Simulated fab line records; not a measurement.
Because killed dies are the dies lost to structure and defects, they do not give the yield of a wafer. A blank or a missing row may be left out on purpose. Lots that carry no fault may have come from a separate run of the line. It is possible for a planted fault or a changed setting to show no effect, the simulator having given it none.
Chamber matching + flow n5Finfet + N5_BEOL_M2_DEP_57 on pecvd-04 has 3 sister chambers
The step deposits SiCN from 3MS/NH3, target thk 8 nm, time 14 s. 3 wafers are shown with their chamber, then 10 later ones without.

== EACH WAFER AND ITS CHAMBER ==
| wafer  | chamber | showerheadPlenumPTorr (Torr) |
|--------|---------|------------------------------|
| L088.4 | 2       | 3.649                        |
| L088.5 | 1       | 3.658                        |
| L089.3 | 0       | 3.669                        |

== WAFERS MISSING THEIR CHAMBER ==
| wafer  | showerheadPlenumPTorr (Torr) |
|--------|------------------------------|
| L089.6 | 3.675                        |
| L092.1 | 3.670                        |
| L092.2 | 3.655                        |
| L092.3 | 3.642                        |
| L095.2 | 3.657                        |
| L095.4 | 3.672                        |
| L095.6 | 3.652                        |
| L096.1 | 3.663                        |
| L096.2 | 3.665                        |
| L096.4 | 3.658                        |

== WHICH CHAMBER EACH ONE RAN IN ==
| wafer  | from the rows above     | in truth |
|--------|-------------------------|----------|
| L089.6 | 0                       | 0        |
| L092.1 | 0                       | 0        |
| L092.2 | can't be placed: 1 or 2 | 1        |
| L092.3 | 2                       | 2        |
| L095.2 | can't be placed: 1 or 2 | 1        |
| L095.4 | 0                       | 0        |
| L095.6 | can't be placed: 2 or 1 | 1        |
| L096.1 | can't be placed: 1 or 0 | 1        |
| L096.2 | can't be placed: 0 or 1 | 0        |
| L096.4 | 1                       | 1        |
Correct placement for 5 of the 10. Can't be placed from these rows: 5 (the true chamber is among the candidates in 5). 0 placed wrongly.
How it was worked out, from the rows above alone: a wafer's distance from a chamber is the root of the sum, over the readings, of the square of ((its reading less the chamber's mean) divided by the reading's scatter). If the next closest chamber is less than 2 further off than the closest, the wafer can't be placed; otherwise it belongs to the closest. The mean given for a chamber averages the wafers shown for that chamber. The scatter: with one shown wafer a chamber, the root of the mean of the squares of how far each hidden wafer lies from its nearest shown one.
